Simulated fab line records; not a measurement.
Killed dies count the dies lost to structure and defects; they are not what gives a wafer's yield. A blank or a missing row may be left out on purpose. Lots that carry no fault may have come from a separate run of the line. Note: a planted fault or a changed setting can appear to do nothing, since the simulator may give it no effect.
Which tool did it?    flow n5_finfet    22 lots, 66 wafers sampled, at 6 steps of a route of 1938

## WHAT EACH GAUGE READ, for each wafer
The record holds no reading of a measuring or inspecting step that can be judged against a usual standard deviation.

## WHICH TOOL RAN EACH LOT (tool, then ch and the chambers of the sampled wafers, then the start)
lot   N5_BEOL_M3_ETCH_77                  N5_BEOL_M3_TRENCH_ETCH_37                      N5_BEOL_M3_ALD_84                    N5_BEOL_M3_SPUTTER_79         N5_BEOL_M3_ANNEAL_87          N5_BEOL_M3_SPUTTER_88
L074  rie_diel-05 ch 1,2, day 7 00:20     rie_diel-05 ch 1,2, day 7 02:35 or earlier     ald_metal-02 ch 0,1,2, day 7 02:35   pvd_sputter-01, day 7 03:20   pvd_sputter-01, day 7 03:51   pvd_sputter-01, day 7 03:59
L075  rie_diel-01 ch 0,2, day 7 04:03     rie_diel-01 ch 0,1, day 7 07:25 or earlier     ald_metal-03 ch 0,1,2, day 7 07:25   pvd_sputter-02, day 7 08:16   pvd_sputter-02, day 7 08:47   pvd_sputter-02, day 7 08:56
L076  rie_diel-05 ch 1,2,3, day 7 21:52   rie_diel-05 ch 1,2, day 8 06:43 or earlier     ald_metal-03 ch 0,3, day 8 06:43     pvd_sputter-02, day 8 07:23   pvd_sputter-02, day 8 07:54   pvd_sputter-02, day 8 08:02
L079  rie_diel-01 ch 0,1,2, day 8 14:53   rie_diel-05 ch 0,3, day 8 17:49 or earlier     ald_metal-01 ch 0,1,2, day 8 17:49   pvd_sputter-01, day 8 18:32   pvd_sputter-01, day 8 19:03   pvd_sputter-01, day 8 19:11
L077  rie_diel-01 ch 2,3, day 8 15:10     rie_diel-01 ch 0,1,3, day 8 17:56 or earlier   ald_metal-02 ch 0,1,2, day 8 17:56   pvd_sputter-02, day 8 18:44   pvd_sputter-02, day 8 19:15   pvd_sputter-02, day 8 19:23
L080  rie_diel-05 ch 0,1,3, day 8 16:01   rie_diel-01 ch 0,2,3, day 8 18:14 or earlier   ald_metal-01 ch 1,2, day 8 18:14     pvd_sputter-01, day 8 20:22   pvd_sputter-01, day 8 20:53   pvd_sputter-01, day 8 21:02
L081  rie_diel-05 ch 0,2,3, day 8 23:35   rie_diel-06 ch 0,2,3, day 9 00:45 or earlier   ald_metal-01 ch 0,1,3, day 9 00:45   pvd_sputter-03, day 9 01:26   pvd_sputter-03, day 9 01:58   pvd_sputter-03, day 9 02:06
L082  rie_diel-06 ch 2,3, day 9 00:39     rie_diel-01 ch 0,3, day 9 01:34 or earlier     ald_metal-02 ch 0,1, day 9 01:34     pvd_sputter-02, day 9 04:04   pvd_sputter-02, day 9 04:35   pvd_sputter-02, day 9 04:44
L083  rie_diel-05 ch 1,2,3, day 9 02:43   rie_diel-06 ch 0,1, day 9 07:17 or earlier     ald_metal-03 ch 0,1, day 9 07:17     pvd_sputter-01, day 9 08:06   pvd_sputter-01, day 9 08:37   pvd_sputter-01, day 9 08:46
L084  rie_diel-05 ch 0,1,3, day 9 19:40   rie_diel-06 ch 1,3, day 10 06:03 or earlier    ald_metal-03 ch 0,2,3, day 10 06:03  pvd_sputter-02, day 10 08:42  pvd_sputter-02, day 10 09:13  pvd_sputter-02, day 10 09:22
L085  rie_diel-05 ch 0,1,3, day 9 22:18   rie_diel-06 ch 1,2, day 10 11:10 or earlier    ald_metal-01 ch 0,1, day 10 11:10    pvd_sputter-02, day 10 11:55  pvd_sputter-02, day 10 12:26  pvd_sputter-02, day 10 12:35
L086  rie_diel-05 ch 0,1,3, day 10 11:13  rie_diel-01 ch 0,2,3, day 10 14:10 or earlier  ald_metal-03 ch 1,3, day 10 14:10    pvd_sputter-01, day 10 17:53  pvd_sputter-01, day 10 18:28  pvd_sputter-01, day 10 18:38
L087  rie_diel-06 ch 1,3, day 10 20:55    rie_diel-01 ch 1,3, day 10 23:30 or earlier    ald_metal-03 ch 0,1, day 10 23:30    pvd_sputter-03, day 11 00:17  pvd_sputter-03, day 11 00:48  pvd_sputter-03, day 11 00:56
L088  rie_diel-05 ch 0,1,2, day 11 07:06  rie_diel-06 ch 1,2,3, day 11 09:08 or earlier  ald_metal-03 ch 0,1,3, day 11 09:08  pvd_sputter-01, day 11 10:07  pvd_sputter-01, day 11 10:38  pvd_sputter-01, day 11 10:47
L089  rie_diel-06 ch 0,1,3, day 11 09:25  rie_diel-05 ch 0,1,2, day 11 17:46 or earlier  ald_metal-01 ch 0,1,3, day 11 17:46  pvd_sputter-03, day 11 20:02  pvd_sputter-03, day 11 20:33  pvd_sputter-03, day 11 20:41
L090  rie_diel-05 ch 0,1,3, day 11 09:44  rie_diel-06 ch 0,2,3, day 11 22:55 or earlier  ald_metal-01 ch 0,2,3, day 11 22:55  pvd_sputter-03, day 11 23:37  pvd_sputter-03, day 12 00:08  pvd_sputter-03, day 12 00:17
L092  rie_diel-05 ch 1,2,3, day 11 15:29  rie_diel-05 ch 0,1,3, day 11 22:56 or earlier  ald_metal-02 ch 0,1,2, day 11 22:56  pvd_sputter-02, day 11 23:58  pvd_sputter-02, day 12 00:29  pvd_sputter-02, day 12 00:37
L091  rie_diel-01 ch 0,1, day 11 18:15    rie_diel-01 ch 0,2, day 11 21:34 or earlier    ald_metal-02 ch 1,2, day 11 21:34    pvd_sputter-01, day 11 22:20  pvd_sputter-01, day 11 22:52  pvd_sputter-01, day 11 23:00
L093  rie_diel-06 ch 0,3, day 11 19:12    rie_diel-01 ch 1,2,3, day 12 02:19 or earlier  ald_metal-03 ch 0,3, day 12 02:19    pvd_sputter-02, day 12 02:59  pvd_sputter-02, day 12 03:31  pvd_sputter-02, day 12 03:39
L095  rie_diel-01 ch 0,1,3, day 12 14:16  rie_diel-01 ch 1,2,3, day 12 16:17 or earlier  ald_metal-01 ch 0,1,3, day 12 16:17  pvd_sputter-03, day 12 17:06  pvd_sputter-03, day 12 17:37  pvd_sputter-03, day 12 17:46
L097  rie_diel-06 ch 0,1,2, day 12 20:40  rie_diel-06 ch 0,1, day 13 11:46 or earlier    ald_metal-02 ch 0,2,3, day 13 11:46  pvd_sputter-01, day 13 12:34  pvd_sputter-01, day 13 13:05  pvd_sputter-01, day 13 13:14
L096  rie_diel-05 ch 0,2,3, day 12 23:19  rie_diel-01 ch 0,3, day 13 13:32 or earlier    ald_metal-01 ch 0,1,3, day 13 13:32  pvd_sputter-01, day 13 14:27  pvd_sputter-01, day 13 14:58  pvd_sputter-01, day 13 15:07
- N5_BEOL_M3_ETCH_77: etches underlayer in N2/H2, target depth 6.5 nm, time 5.2 s.
- N5_BEOL_M3_TRENCH_ETCH_37: etches SiOC in C4F6/O2, target depth 55.555 nm, time 29.2 s.
- N5_BEOL_M3_ALD_84: deposits TaN, pulse time 2 s, purge time 3 s, co reactant purge time 2 s.
- N5_BEOL_M3_SPUTTER_79: material Cu, target thk 4.5 nm, time 8.29 s.
- N5_BEOL_M3_ANNEAL_87: time 240 s.
- N5_BEOL_M3_SPUTTER_88: material Cu, target thk 4.5 nm, time 8.29 s.

## WHAT THE TOOLS THEMSELVES READ (means of the sampled wafers that have a number; where no wafer has one, the mark that the record gives instead)
N5_BEOL_M3_ETCH_77.
lot   tool         bias_w (W)  drypump_motor_current_A (A)  etch_rf_on_time_s (s)  oes_product_au (a.u.)  rf_vpp_V (V)  showerhead_plenum_p_Torr (Torr)  throttle_valve_pct (%)
L074  rie_diel-05  150.3       5.8                          5.23                   0.59                   524.1         2.55                             17.86
L075  rie_diel-01  149.6       6.1                          5.19                   0.67                   523.0         2.52                             17.75
L076  rie_diel-05  149.7       5.8                          5.31                   0.59                   525.2         2.56                             17.87
L079  rie_diel-01  149.9       6.1                          5.14                   0.66                   525.6         2.59                             17.66
L077  rie_diel-01  150.3       6.2                          5.31                   0.62                   523.5         2.50                             17.76
L080  rie_diel-05  149.6       5.8                          5.30                   0.62                   523.2         2.50                             17.90
L081  rie_diel-05  149.8       5.7                          5.26                   0.62                   523.9         2.56                             18.06
L082  rie_diel-06  150.2       6.4                          5.37                   0.62                   523.3         2.53                             17.82
L083  rie_diel-05  150.2       5.8                          5.29                   0.59                   524.2         2.55                             17.88
L084  rie_diel-05  150.0       5.8                          5.28                   0.61                   523.6         2.50                             17.91
L085  rie_diel-05  149.6       5.8                          5.18                   0.62                   523.2         2.50                             17.89
L086  rie_diel-05  150.1       5.8                          5.28                   0.60                   522.8         2.49                             17.92
L087  rie_diel-06  149.7       6.0                          5.22                   0.69                   522.7         2.59                             17.91
L088  rie_diel-05  150.0       5.7                          5.16                   0.68                   522.0         2.48                             17.77
L089  rie_diel-06  149.9       5.7                          5.20                   0.73                   527.1         2.62                             17.91
L090  rie_diel-05  150.3       5.8                          5.21                   0.61                   521.9         2.49                             17.94
L092  rie_diel-05  150.2       5.8                          5.21                   0.66                   523.1         2.54                             17.77
L091  rie_diel-01  149.8       6.0                          5.00                   0.67                   528.0         2.65                             17.57
L093  rie_diel-06  150.1       5.8                          5.28                   0.70                   527.5         2.61                             17.98
L095  rie_diel-01  149.9       5.9                          5.16                   0.64                   526.5         2.64                             17.76
L097  rie_diel-06  150.2       5.7                          5.28                   0.68                   525.1         2.59                             17.84
L096  rie_diel-05  150.0       5.6                          5.23                   0.67                   523.9         2.55                             17.96

N5_BEOL_M3_TRENCH_ETCH_37.
lot   tool         bias_w (W)  drypump_motor_current_A (A)  oes_ar_750_au (a.u.)  oes_product_au (a.u.)  rf_vpp_V (V)  showerhead_plenum_p_Torr (Torr)  throttle_valve_pct (%)
L074  rie_diel-05  184.8       5.8                          0.69                  0.69                   675           2.85                             20.86
L075  rie_diel-01  185.2       6.0                          0.80                  0.81                   678           2.98                             20.61
L076  rie_diel-05  185.7       5.8                          0.69                  0.69                   675           2.85                             20.87
L079  rie_diel-05  185.0       5.7                          0.73                  0.73                   671           2.89                             21.09
L077  rie_diel-01  185.1       5.9                          0.77                  0.78                   668           2.97                             20.74
L080  rie_diel-01  185.2       5.9                          0.76                  0.76                   657           2.89                             20.82
L081  rie_diel-06  185.1       5.8                          0.72                  0.72                   662           2.80                             21.04
L082  rie_diel-01  185.2       5.5                          0.79                  0.78                   660           2.98                             20.92
L083  rie_diel-06  185.5       5.5                          0.79                  0.78                   664           2.85                             21.08
L084  rie_diel-06  185.3       6.2                          0.80                  0.80                   662           2.89                             20.90
L085  rie_diel-06  185.1       6.2                          0.75                  0.75                   666           2.85                             20.82
L086  rie_diel-01  184.3       5.9                          0.75                  0.75                   657           2.89                             20.84
L087  rie_diel-01  184.7       6.1                          0.74                  0.75                   677           2.95                             20.60
L088  rie_diel-06  185.2       6.1                          0.77                  0.76                   663           2.86                             20.88
L089  rie_diel-05  184.6       5.7                          0.78                  0.79                   674           2.78                             20.79
L090  rie_diel-06  184.7       5.9                          0.80                  0.81                   665           2.91                             20.94
L092  rie_diel-05  185.4       5.8                          0.71                  0.70                   667           2.79                             20.96
L091  rie_diel-01  184.5       5.8                          0.77                  0.77                   657           2.90                             20.90
L093  rie_diel-01  185.2       6.1                          0.72                  0.73                   665           2.87                             20.70
L095  rie_diel-01  184.9       6.1                          0.72                  0.72                   666           2.86                             20.69
L097  rie_diel-06  185.3       5.5                          0.84                  0.84                   668           2.94                             20.99
L096  rie_diel-01  185.2       5.6                          0.75                  0.76                   661           2.97                             20.97

N5_BEOL_M3_ALD_84.
lot   tool          heater_power_w (W)  precursor_vessel_temp_c (C)  susceptor_temp_C (C)
L074  ald_metal-02  408                 75.02                        275.21
L075  ald_metal-03  428                 74.95                        274.95
L076  ald_metal-03  345                 75.06                        274.87
L079  ald_metal-01  412                 75.01                        275.04
L077  ald_metal-02  410                 74.99                        275.04
L080  ald_metal-01  436                 74.93                        274.96
L081  ald_metal-01  404                 75.00                        275.11
L082  ald_metal-02  398                 75.02                        275.16
L083  ald_metal-03  405                 75.08                        275.29
L084  ald_metal-03  392                 75.11                        274.95
L085  ald_metal-01  416                 75.03                        275.15
L086  ald_metal-03  395                 74.97                        274.93
L087  ald_metal-03  388                 74.97                        274.93
L088  ald_metal-03  375                 75.00                        274.92
L089  ald_metal-01  394                 74.97                        275.26
L090  ald_metal-01  382                 75.00                        274.90
L092  ald_metal-02  406                 74.96                        275.00
L091  ald_metal-02  408                 75.02                        275.03
L093  ald_metal-03  363                 74.93                        274.96
L095  ald_metal-01  395                 74.93                        274.92
L097  ald_metal-02  400                 74.92                        274.97
L096  ald_metal-01  399                 75.07                        274.99

N5_BEOL_M3_SPUTTER_79.
lot   tool            susceptor_temp_C (C)  throttle_valve_pct (%)
L074  pvd_sputter-01  -20.11                30.4
L075  pvd_sputter-02  -19.98                29.8
L076  pvd_sputter-02  -20.09                31.6
L079  pvd_sputter-01  -19.96                30.2
L077  pvd_sputter-02  -19.96                30.0
L080  pvd_sputter-01  -19.93                30.1
L081  pvd_sputter-03  -20.08                29.5
L082  pvd_sputter-02  -20.04                30.8
L083  pvd_sputter-01  -19.96                30.1
L084  pvd_sputter-02  -19.99                29.7
L085  pvd_sputter-02  -19.94                30.7
L086  pvd_sputter-01  -20.08                30.0
L087  pvd_sputter-03  -20.04                29.1
L088  pvd_sputter-01  -20.11                29.9
L089  pvd_sputter-03  -19.97                28.9
L090  pvd_sputter-03  -20.06                29.0
L092  pvd_sputter-02  -20.03                30.5
L091  pvd_sputter-01  -19.99                30.7
L093  pvd_sputter-02  -19.99                29.9
L095  pvd_sputter-03  -19.92                29.5
L097  pvd_sputter-01  -19.97                30.6
L096  pvd_sputter-01  -19.99                30.3

N5_BEOL_M3_ANNEAL_87.
lot   tool            heater_power_w (W)  susceptor_temp_C (C)
L074  pvd_sputter-01  818                 399.76
L075  pvd_sputter-02  827                 399.96
L076  pvd_sputter-02  842                 399.76
L079  pvd_sputter-01  829                 400.01
L077  pvd_sputter-02  807                 400.13
L080  pvd_sputter-01  798                 400.02
L081  pvd_sputter-03  855                 400.02
L082  pvd_sputter-02  813                 400.06
L083  pvd_sputter-01  808                 399.90
L084  pvd_sputter-02  822                 399.97
L085  pvd_sputter-02  825                 399.88
L086  pvd_sputter-01  790                 400.06
L087  pvd_sputter-03  814                 400.23
L088  pvd_sputter-01  777                 400.16
L089  pvd_sputter-03  855                 400.04
L090  pvd_sputter-03  824                 399.91
L092  pvd_sputter-02  863                 399.88
L091  pvd_sputter-01  882                 399.92
L093  pvd_sputter-02  828                 400.02
L095  pvd_sputter-03  844                 400.05
L097  pvd_sputter-01  782                 400.21
L096  pvd_sputter-01  800                 400.22

N5_BEOL_M3_SPUTTER_88.
lot   tool            susceptor_temp_C (C)  throttle_valve_pct (%)
L074  pvd_sputter-01  -19.99                30.2
L075  pvd_sputter-02  -19.98                29.9
L076  pvd_sputter-02  -20.02                31.5
L079  pvd_sputter-01  -20.00                30.0
L077  pvd_sputter-02  -19.98                29.9
L080  pvd_sputter-01  -20.13                30.2
L081  pvd_sputter-03  -20.00                29.8
L082  pvd_sputter-02  -20.04                30.8
L083  pvd_sputter-01  -20.08                30.0
L084  pvd_sputter-02  -20.01                29.7
L085  pvd_sputter-02  -19.97                30.5
L086  pvd_sputter-01  -19.93                29.9
L087  pvd_sputter-03  -19.92                29.2
L088  pvd_sputter-01  -20.07                30.0
L089  pvd_sputter-03  -19.95                28.7
L090  pvd_sputter-03  -20.07                29.0
L092  pvd_sputter-02  -20.07                30.5
L091  pvd_sputter-01  -19.91                30.6
L093  pvd_sputter-02  -20.00                29.8
L095  pvd_sputter-03  -20.08                29.4
L097  pvd_sputter-01  -20.10                30.6
L096  pvd_sputter-01  -20.01                30.2

## THE ANSWER, worked out from the rows above alone
Rule: usual is defined by the lots themselves. The widest of any qualifying gaps counts: lots, ordered by their means at a reading, are off when they make up no more than a third of the lots, leave a main group of 4 or more, and stand apart from it by 3 or more times the standard deviation of that group's means. The tables above print the reading to a certain number of digits; a main group whose means all agree to those digits is not used. A lot without any number at a reading at which 4 lots or more have one is off too. The other lots that the step has rows for count as sound. Order of review: gauges by route order, followed by the tools' own readings, for which a lot's mean as printed above is used. The first step at which some lot is off is used, and at that step the reading that is off furthest; a lot without a number counts as furthest.
None of the lots is off at any reading shown; this tells nothing.

## WHAT THE SIMULATOR HAD PUT IN
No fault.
